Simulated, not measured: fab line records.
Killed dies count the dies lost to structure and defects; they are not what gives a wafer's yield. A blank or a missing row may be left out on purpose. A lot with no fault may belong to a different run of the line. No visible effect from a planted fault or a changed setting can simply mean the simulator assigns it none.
fab line records || flow n5_finfet
[record] {"lots": 7, "wafers": 39}
route steps=1938 shown MIM_BOT@1833
start_h: start of the lot's first displayed wafer, in hours after the record's first day || wait_h: hours from the lot's prior step to this one || " same as the row above || L1.1+2: a single row standing in for several wafers || - either no value or no given start || * or withheld: withheld || < > ~ a bound
route shown NAME@n: a module of which the file shows steps, and the number in the route of the first || usual: mean and standard deviation over wafers with no fault || same: alike in all rows || chamber/n: place in a boat || sites: each site's reading || _std_site: their standard deviation || _edge_site: outer sites' mean less inner sites' || radius_mm: how far each site lies from the wafer's centre || mask NAME#n: copy n || behind: the last tool/chamber to shape the wafer || hold: the reason the lot was held/the length of the hold in hours/how it ended || device: names the non-switching transistor (n, p or np) || end of line: the same wafers' tests at the end of the route || a step without rows: its recipe alone || killed: not the wafer's yield, but the dies lost to structure and defects at the first sort || map: a wafer's dies, marking killed ones x, the rest . and places with no die _
set.NAME: the setting that was run; set.NAME@STEP: the one run at that earlier step || model.NAME: the simulator's own value behind a step, which no gauge read
lots with deliberately changed settings; one table per step, one row per wafer
[[steps]]
[step N5_MIM_BOT_SPUTTER_00]
[recipe] {"material": "TiN", "target_thk_a": 350, "temp_c": 200, "power_w": 3000, "chamber_pressure_pa": 0.49996, "gas": "Ar", "reactive_partial_pa": 0.37997, "time_s": 89.7}
{"lot.wafer": "L074.1+6", "tool": "pvd_sputter-01", "chamber": "-", "start_h": 295.82, "wait_h": 0.0, "set.target_thk_a": 350, "model.TiN_of_MIM_BOT_SPUTTER_00.thk_nm": 34.8}
{"lot.wafer": "L074.2", "tool": "pvd_sputter-01", "chamber": "-", "start_h": 295.82, "wait_h": 0.0, "set.target_thk_a": 350, "model.TiN_of_MIM_BOT_SPUTTER_00.thk_nm": 34.6}
{"lot.wafer": "L074.3+5", "tool": "pvd_sputter-01", "chamber": "-", "start_h": 295.82, "wait_h": 0.0, "set.target_thk_a": 350, "model.TiN_of_MIM_BOT_SPUTTER_00.thk_nm": 35}
{"lot.wafer": "L074.4", "tool": "pvd_sputter-01", "chamber": "-", "start_h": 295.82, "wait_h": 0.0, "set.target_thk_a": 350, "model.TiN_of_MIM_BOT_SPUTTER_00.thk_nm": 34.4}
{"lot.wafer": "L075.1", "tool": "pvd_sputter-02", "chamber": "-", "start_h": 328.15, "wait_h": 0.0, "set.target_thk_a": 350, "model.TiN_of_MIM_BOT_SPUTTER_00.thk_nm": 34.6}
{"lot.wafer": "L075.2+6", "tool": "pvd_sputter-02", "chamber": "-", "start_h": 328.15, "wait_h": 0.0, "set.target_thk_a": 350, "model.TiN_of_MIM_BOT_SPUTTER_00.thk_nm": 34.4}
{"lot.wafer": "L075.3+4", "tool": "pvd_sputter-02", "chamber": "-", "start_h": 328.15, "wait_h": 0.0, "set.target_thk_a": 182.5, "model.TiN_of_MIM_BOT_SPUTTER_00.thk_nm": 17.6}
{"lot.wafer": "L075.5", "tool": "pvd_sputter-02", "chamber": "-", "start_h": 328.15, "wait_h": 0.0, "set.target_thk_a": 182.5, "model.TiN_of_MIM_BOT_SPUTTER_00.thk_nm": 18}
{"lot.wafer": "L081.1", "tool": "pvd_sputter-02", "chamber": "-", "start_h": 363.63, "wait_h": 0.0, "set.target_thk_a": 350, "model.TiN_of_MIM_BOT_SPUTTER_00.thk_nm": 35.2}
{"lot.wafer": "L081.2", "tool": "pvd_sputter-02", "chamber": "-", "start_h": 363.63, "wait_h": 0.0, "set.target_thk_a": 350, "model.TiN_of_MIM_BOT_SPUTTER_00.thk_nm": 35.6}
{"lot.wafer": "L081.3+5", "tool": "pvd_sputter-02", "chamber": "-", "start_h": 363.63, "wait_h": 0.0, "set.target_thk_a": 141.8, "model.TiN_of_MIM_BOT_SPUTTER_00.thk_nm": 14.4}
{"lot.wafer": "L081.4", "tool": "pvd_sputter-02", "chamber": "-", "start_h": 363.63, "wait_h": 0.0, "set.target_thk_a": 141.8, "model.TiN_of_MIM_BOT_SPUTTER_00.thk_nm": 14.8}
{"lot.wafer": "L081.6", "tool": "pvd_sputter-02", "chamber": "-", "start_h": 363.63, "wait_h": 0.0, "set.target_thk_a": 350, "model.TiN_of_MIM_BOT_SPUTTER_00.thk_nm": 35.4}
{"lot.wafer": "L086.1+5", "tool": "pvd_sputter-03", "chamber": "-", "start_h": 388.63, "wait_h": 0.0, "set.target_thk_a": 350, "model.TiN_of_MIM_BOT_SPUTTER_00.thk_nm": 34.6}
{"lot.wafer": "L086.4", "tool": "pvd_sputter-03", "chamber": "-", "start_h": 388.63, "wait_h": 0.0, "set.target_thk_a": 350, "model.TiN_of_MIM_BOT_SPUTTER_00.thk_nm": 34.8}
{"lot.wafer": "L088.1+2", "tool": "pvd_sputter-02", "chamber": "-", "start_h": 400.87, "wait_h": 0.0, "set.target_thk_a": 350, "model.TiN_of_MIM_BOT_SPUTTER_00.thk_nm": 35.4}
{"lot.wafer": "L088.3+4+6", "tool": "pvd_sputter-02", "chamber": "-", "start_h": 400.87, "wait_h": 0.0, "set.target_thk_a": 350, "model.TiN_of_MIM_BOT_SPUTTER_00.thk_nm": 35.2}
{"lot.wafer": "L088.5", "tool": "pvd_sputter-02", "chamber": "-", "start_h": 400.87, "wait_h": 0.0, "set.target_thk_a": 350, "model.TiN_of_MIM_BOT_SPUTTER_00.thk_nm": 35}
{"lot.wafer": "L087.1+3+5", "tool": "pvd_sputter-03", "chamber": "-", "start_h": 408.75, "wait_h": 0.0, "set.target_thk_a": 510.1, "model.TiN_of_MIM_BOT_SPUTTER_00.thk_nm": 51}
{"lot.wafer": "L087.2+6", "tool": "pvd_sputter-03", "chamber": "-", "start_h": 408.75, "wait_h": 0.0, "set.target_thk_a": 350, "model.TiN_of_MIM_BOT_SPUTTER_00.thk_nm": 34.8}
{"lot.wafer": "L087.4", "tool": "pvd_sputter-03", "chamber": "-", "start_h": 408.75, "wait_h": 0.0, "set.target_thk_a": 350, "model.TiN_of_MIM_BOT_SPUTTER_00.thk_nm": 35}
{"lot.wafer": "L090.1+6", "tool": "pvd_sputter-02", "chamber": "-", "start_h": 409.24, "wait_h": 0.0, "set.target_thk_a": 350, "model.TiN_of_MIM_BOT_SPUTTER_00.thk_nm": 35.4}
{"lot.wafer": "L090.2+4+5", "tool": "pvd_sputter-02", "chamber": "-", "start_h": 409.24, "wait_h": 0.0, "set.target_thk_a": 350, "model.TiN_of_MIM_BOT_SPUTTER_00.thk_nm": 35.2}
{"lot.wafer": "L090.3", "tool": "pvd_sputter-02", "chamber": "-", "start_h": 409.24, "wait_h": 0.0, "set.target_thk_a": 350, "model.TiN_of_MIM_BOT_SPUTTER_00.thk_nm": 35}
[[key]]
[split] {"step": "N5_MIM_BOT_SPUTTER_00", "setting": "target_thk_a", "stated": 350, "by": "wafer"}
[response] {"step": "N5_MIM_BOT_SPUTTER_00", "reading": "model.TiN_of_MIM_BOT_SPUTTER_00.thk_nm", "change": "+0.351", "per": "1%", "r": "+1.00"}
